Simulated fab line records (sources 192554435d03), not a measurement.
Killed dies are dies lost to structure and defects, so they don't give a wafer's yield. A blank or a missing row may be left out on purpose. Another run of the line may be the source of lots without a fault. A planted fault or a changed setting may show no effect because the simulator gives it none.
Which tool was responsible? / flow n5Finfet / 30 wafers from 10 lots sampled at 3 of the route's 1938 steps

## WHAT THE GAUGES SHOWED, per wafer
N5_BEOL_M4_RC_MEAS_101. Usual: DIBL_N 36.0 mV/V, standard deviation 1.7; DIBL_P 35.8 mV/V, standard deviation 2; IOFF_N 0.15 nA/um, standard deviation 0.03; IOFF_P 0.20 nA/um, standard deviation 0.037; ION_N 670 uA/um, standard deviation 12; ION_P 460 uA/um, standard deviation 7.2; SS_N 71.5 mV/dec, standard deviation 0.68; SS_P 73.2 mV/dec, standard deviation 0.65; VT_N 250 mV, standard deviation 3.1; VT_P -251 mV, standard deviation 3.4.
lot=L968; measured=day 9 08:45; on=prober-01; DIBL_N (mV/V)=36.3 34.4 39.2; DIBL_P (mV/V)=37.4 36.1 40.2; IOFF_N (nA/um)=0.15 0.13 0.20; IOFF_P (nA/um)=0.21 0.18 0.27; ION_N (uA/um)=654 663 669; ION_P (uA/um)=448 460 455; SS_N (mV/dec)=70.6 71.2 73.0; SS_P (mV/dec)=73.9 73.1 74.0; VT_N (mV)=248 252 246; VT_P (mV)=-252 -251 -251; flag=
lot=L967; measured=day 9 08:49; on=prober-02; DIBL_N (mV/V)=33.1 35.5 34.2; DIBL_P (mV/V)=33.7 36.5 35.5; IOFF_N (nA/um)=0.12 0.16 0.14; IOFF_P (nA/um)=0.15 0.18 0.18; ION_N (uA/um)=662 666 682; ION_P (uA/um)=454 449 469; SS_N (mV/dec)=71.1 71.8 71.3; SS_P (mV/dec)=73.2 73.2 72.5; VT_N (mV)=252 248 251; VT_P (mV)=-255 -254 -255; flag=
lot=L969; measured=day 9 17:07; on=prober-01; DIBL_N (mV/V)=35.7 35.9 37.4; DIBL_P (mV/V)=36.3 36.5 38.2; IOFF_N (nA/um)=0.16 0.15 0.19; IOFF_P (nA/um)=0.19 0.20 0.23; ION_N (uA/um)=681 674 689; ION_P (uA/um)=459 467 471; SS_N (mV/dec)=71.7 72.2 73.0; SS_P (mV/dec)=72.8 74.3 73.7; VT_N (mV)=247 252 248; VT_P (mV)=-252 -252 -251; flag=
lot=L970; measured=day 10 03:45; on=prober-01; DIBL_N (mV/V)=37.8 40.1 37.4; DIBL_P (mV/V)=37.9 41.5 36.9; IOFF_N (nA/um)=0.17 0.24 0.17; IOFF_P (nA/um)=0.24 0.30 0.21; ION_N (uA/um)=666 692 683; ION_P (uA/um)=464 474 464; SS_N (mV/dec)=72.3 72.6 72.0; SS_P (mV/dec)=73.3 74.2 73.6; VT_N (mV)=249 244 252; VT_P (mV)=-248 -246 -249; flag=
lot=L971; measured=day 10 15:08; on=prober-02; DIBL_N (mV/V)=36.1 35.6 36.9; DIBL_P (mV/V)=34.8 35.0 34.9; IOFF_N (nA/um)=0.18 0.16 0.18; IOFF_P (nA/um)=0.23 0.23 0.23; ION_N (uA/um)=668 691 671; ION_P (uA/um)=458 471 458; SS_N (mV/dec)=71.5 71.1 72.4; SS_P (mV/dec)=73.4 73.6 73.5; VT_N (mV)=247 248 250; VT_P (mV)=-249 -247 -247; flag=
lot=L972; measured=day 10 21:30; on=prober-01; DIBL_N (mV/V)=37.7 36.0 34.8; DIBL_P (mV/V)=38.1 35.1 33.7; IOFF_N (nA/um)=0.19 0.15 0.13; IOFF_P (nA/um)=0.27 0.21 0.18; ION_N (uA/um)=687 656 678; ION_P (uA/um)=477 455 462; SS_N (mV/dec)=71.5 71.8 71.3; SS_P (mV/dec)=73.5 72.4 73.1; VT_N (mV)=248 249 251; VT_P (mV)=-244 -249 -249; flag=
lot=L973; measured=day 11 03:55; on=prober-01; DIBL_N (mV/V)=36.8 37.1 38.4; DIBL_P (mV/V)=34.2 35.8 37.2; IOFF_N (nA/um)=0.14 0.15 0.17; IOFF_P (nA/um)=0.19 0.21 0.24; ION_N (uA/um)=658 674 674; ION_P (uA/um)=453 468 468; SS_N (mV/dec)=71.7 72.0 71.9; SS_P (mV/dec)=73.1 72.4 74.4; VT_N (mV)=256 251 250; VT_P (mV)=-252 -251 -248; flag=
lot=L983; measured=day 13 10:17; on=prober-01; DIBL_N (mV/V)=37.4 35.4 34.9; DIBL_P (mV/V)=37.8 36.2 35.6; IOFF_N (nA/um)=0.17 0.14 0.13; IOFF_P (nA/um)=0.21 0.18 0.17; ION_N (uA/um)=682 659 657; ION_P (uA/um)=463 457 461; SS_N (mV/dec)=72.0 71.1 71.0; SS_P (mV/dec)=74.5 73.8 73.4; VT_N (mV)=251 254 253; VT_P (mV)=-251 -253 -256; flag=
lot=L984; measured=day 13 17:25; on=prober-02; DIBL_N (mV/V)=34.7 35.7 37.3; DIBL_P (mV/V)=33.1 35.3 35.7; IOFF_N (nA/um)=0.14 0.15 0.17; IOFF_P (nA/um)=0.17 0.20 0.21; ION_N (uA/um)=671 684 665; ION_P (uA/um)=462 465 457; SS_N (mV/dec)=71.1 70.8 71.3; SS_P (mV/dec)=72.5 73.3 72.6; VT_N (mV)=248 247 248; VT_P (mV)=-253 -252 -250; flag=
lot=L985; measured=day 14 05:07; on=prober-02; DIBL_N (mV/V)=36.1 32.9 36.1; DIBL_P (mV/V)=37.4 33.9 37.3; IOFF_N (nA/um)=0.16 0.12 0.16; IOFF_P (nA/um)=0.21 0.17 0.20; ION_N (uA/um)=685 672 681; ION_P (uA/um)=467 457 460; SS_N (mV/dec)=71.8 70.4 71.1; SS_P (mV/dec)=73.0 72.3 73.9; VT_N (mV)=251 252 249; VT_P (mV)=-252 -252 -253; flag=

N5_BEOL_M10_CD_MEAS_28 targets a cd of 70 nm. Usual: cdNm at 70.0 nm, with a standard deviation of 0.93.
lot=L968; measured=day 11 14:13; on=cdSem-01; cdNm (nm)=70.3 70.0 69.1; flag=
lot=L967; measured=day 11 14:38; on=cdSem-01; cdNm (nm)=70.1 69.6 70.6; flag=
lot=L969; measured=day 11 21:14; on=cdSem-02; cdNm (nm)=71.1 72.4 70.5; flag=
lot=L970; measured=day 12 06:57; on=cdSem-01; cdNm (nm)=69.9 70.9 71.1; flag=
lot=L971; measured=day 12 11:10; on=cdSem-01; cdNm (nm)=71.3 70.0 69.9; flag=
lot=L972; measured=day 12 18:43; on=cdSem-01; cdNm (nm)=69.5 69.6 68.6; flag=
lot=L973; measured=day 13 04:41; on=cdSem-01; cdNm (nm)=68.0 69.1 70.8; flag=
lot=L983; measured=day 15 12:41; on=cdSem-01; cdNm (nm)=70.2 70.8 70.6; flag=
lot=L984; measured=day 16 02:43; on=cdSem-03; cdNm (nm)=69.0 70.4 69.5; flag=
lot=L985; measured=day 16 12:14; on=cdSem-01; cdNm (nm)=69.2 69.5 68.8; flag=

## WHICH TOOL RAN EACH LOT (tool, then ch and the chambers of the sampled wafers, then the start)
lot=L968; N5_BEOL_M10_STRIP_19=rieDiel-04 ch 0,2, day 11 12:22
lot=L967; N5_BEOL_M10_STRIP_19=rieDiel-04 ch 0,1,2, day 11 12:52
lot=L969; N5_BEOL_M10_STRIP_19=rieDiel-04 ch 0,1, day 11 20:44
lot=L970; N5_BEOL_M10_STRIP_19=rieDiel-02 ch 0,1,3, day 12 06:26
lot=L971; N5_BEOL_M10_STRIP_19=rieDiel-04 ch 0,1, day 12 10:41
lot=L972; N5_BEOL_M10_STRIP_19=rieDiel-02 ch 0,1,3, day 12 18:09
lot=L973; N5_BEOL_M10_STRIP_19=rieDiel-04 ch 2,3, day 13 04:13
lot=L983; N5_BEOL_M10_STRIP_19=rieDiel-03 ch 0,2,3, day 15 11:04
lot=L984; N5_BEOL_M10_STRIP_19=rieDiel-02 ch 0,3, day 16 00:52
lot=L985; N5_BEOL_M10_STRIP_19=rieDiel-04 ch 1,2, day 16 10:35
- N5_BEOL_M10_STRIP_19: strips in O2.

## AS READ BY THE TOOLS THEMSELVES (means over the sampled wafers that have a number; for cases with no such wafer, the mark the record gives instead)
N5_BEOL_M10_STRIP_19. Usual: drypumpMotorCurrentA 5.8 A, standard deviation 0.37; oesProductAu 0.82 a.u., standard deviation 0.082; rfVppV 3.7 V, standard deviation 0.55; showerheadPlenumPTorr 2.11 Torr, standard deviation 0.08; throttleValvePct 16.53 %, standard deviation 0.14.
lot=L968; tool=rieDiel-04; drypumpMotorCurrentA (A)=6.0; oesProductAu (a.u.)=0.95; rfVppV (V)=3.7; showerheadPlenumPTorr (Torr)=2.12; throttleValvePct (%)=16.44; flag=
lot=L967; tool=rieDiel-04; drypumpMotorCurrentA (A)=5.8; oesProductAu (a.u.)=0.86; rfVppV (V)=4.3; showerheadPlenumPTorr (Torr)=2.16; throttleValvePct (%)=16.50; flag=
lot=L969; tool=rieDiel-04; drypumpMotorCurrentA (A)=5.6; oesProductAu (a.u.)=0.77; rfVppV (V)=3.6; showerheadPlenumPTorr (Torr)=2.19; throttleValvePct (%)=16.59; flag=
lot=L970; tool=rieDiel-02; drypumpMotorCurrentA (A)=5.9; oesProductAu (a.u.)=0.82; rfVppV (V)=3.4; showerheadPlenumPTorr (Torr)=2.16; throttleValvePct (%)=16.46; flag=
lot=L971; tool=rieDiel-04; drypumpMotorCurrentA (A)=5.7; oesProductAu (a.u.)=0.78; rfVppV (V)=3.6; showerheadPlenumPTorr (Torr)=2.19; throttleValvePct (%)=16.60; flag=
lot=L972; tool=rieDiel-02; drypumpMotorCurrentA (A)=5.9; oesProductAu (a.u.)=0.82; rfVppV (V)=3.2; showerheadPlenumPTorr (Torr)=2.16; throttleValvePct (%)=16.47; flag=
lot=L973; tool=rieDiel-04; drypumpMotorCurrentA (A)=6.0; oesProductAu (a.u.)=0.88; rfVppV (V)=3.6; showerheadPlenumPTorr (Torr)=2.05; throttleValvePct (%)=16.48; flag=
lot=L983; tool=rieDiel-03; drypumpMotorCurrentA (A)=5.5; oesProductAu (a.u.)=0.83; rfVppV (V)=3.6; showerheadPlenumPTorr (Torr)=2.05; throttleValvePct (%)=16.54; flag=
lot=L984; tool=rieDiel-02; drypumpMotorCurrentA (A)=6.0; oesProductAu (a.u.)=0.86; rfVppV (V)=3.7; showerheadPlenumPTorr (Torr)=2.11; throttleValvePct (%)=16.43; flag=
lot=L985; tool=rieDiel-04; drypumpMotorCurrentA (A)=6.1; oesProductAu (a.u.)=0.83; rfVppV (V)=4.2; showerheadPlenumPTorr (Torr)=2.10; throttleValvePct (%)=16.62; flag=

## THE ANSWER, worked out from the rows above alone
Rule: lot off if the mean of its wafers having a number is beyond 3 standard deviations from the usual mean. A lot without any number at a reading at which 4 lots or more have one is off too. All remaining lots with rows at the step are treated as sound. After the gauges, taken in route order, come the tools' own readings; for these a lot's mean is taken, as printed above. The first step at which some lot is off is used, and at that step the reading that is off furthest; a lot without a number counts as furthest.
No lot is off at any reading shown: from this, nothing can be told.

## WHAT WAS PUT IN BY THE SIMULATOR
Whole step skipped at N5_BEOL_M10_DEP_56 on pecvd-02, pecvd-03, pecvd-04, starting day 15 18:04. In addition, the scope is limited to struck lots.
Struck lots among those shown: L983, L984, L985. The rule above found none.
